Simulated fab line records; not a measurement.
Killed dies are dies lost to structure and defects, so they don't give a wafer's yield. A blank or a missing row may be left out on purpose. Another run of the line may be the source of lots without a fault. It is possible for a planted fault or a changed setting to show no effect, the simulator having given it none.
Matching of chambers :: flow n5_finfet :: 4 sister chambers for N5_BEOL_M7_ALD_77 on ald_metal-04
The step deposits TaN, target thk 2 nm, pulse time 2 s, purge time 3 s. 4 wafers are shown with their chamber, then 10 later ones without.

## WAFERS PAIRED WITH THEIR CHAMBERS
wafer: L090.1
chamber: 1
heater_power_w (W): 421

wafer: L090.3
chamber: 0
heater_power_w (W): 472

wafer: L093.2
chamber: 3
heater_power_w (W): 452

wafer: L093.3
chamber: 2
heater_power_w (W): 344

## WAFERS WHOSE CHAMBER IS MISSING
wafer: L093.5
heater_power_w (W): 464

wafer: L092.2
heater_power_w (W): 344

wafer: L092.3
heater_power_w (W): 411

wafer: L092.6
heater_power_w (W): 456

wafer: L095.1
heater_power_w (W): 450

wafer: L095.4
heater_power_w (W): 471

wafer: L095.5
heater_power_w (W): 459

wafer: L096.1
heater_power_w (W): 416

wafer: L096.2
heater_power_w (W): 453

wafer: L096.5
heater_power_w (W): 411

## EACH ONE'S CHAMBER
wafer: L093.5
from the rows above: can't be placed: 0 or 3
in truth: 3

wafer: L092.2
from the rows above: 2
in truth: 2

wafer: L092.3
from the rows above: 1
in truth: 1

wafer: L092.6
from the rows above: 3
in truth: 3

wafer: L095.1
from the rows above: 3
in truth: 3

wafer: L095.4
from the rows above: 0
in truth: 0

wafer: L095.5
from the rows above: can't be placed: 3 or 0
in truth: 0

wafer: L096.1
from the rows above: 1
in truth: 1

wafer: L096.2
from the rows above: 3
in truth: 3

wafer: L096.5
from the rows above: 1
in truth: 1
8 of 10 placed correctly. Not placeable from these rows: 2 (in 2, the candidates include the true chamber). Wrongly placed: 0.
How it was worked out, from the rows above alone: a wafer's distance from a chamber is the root of the sum, over the readings, of the square of ((its reading less the chamber's mean) divided by the reading's scatter). If the next closest chamber is less than 2 further off than the closest, the wafer can't be placed; otherwise it belongs to the closest. The mean given for a chamber averages the wafers shown for that chamber. The scatter: root of mean squared gap, hidden wafer to nearest shown wafer, with one shown wafer a chamber.
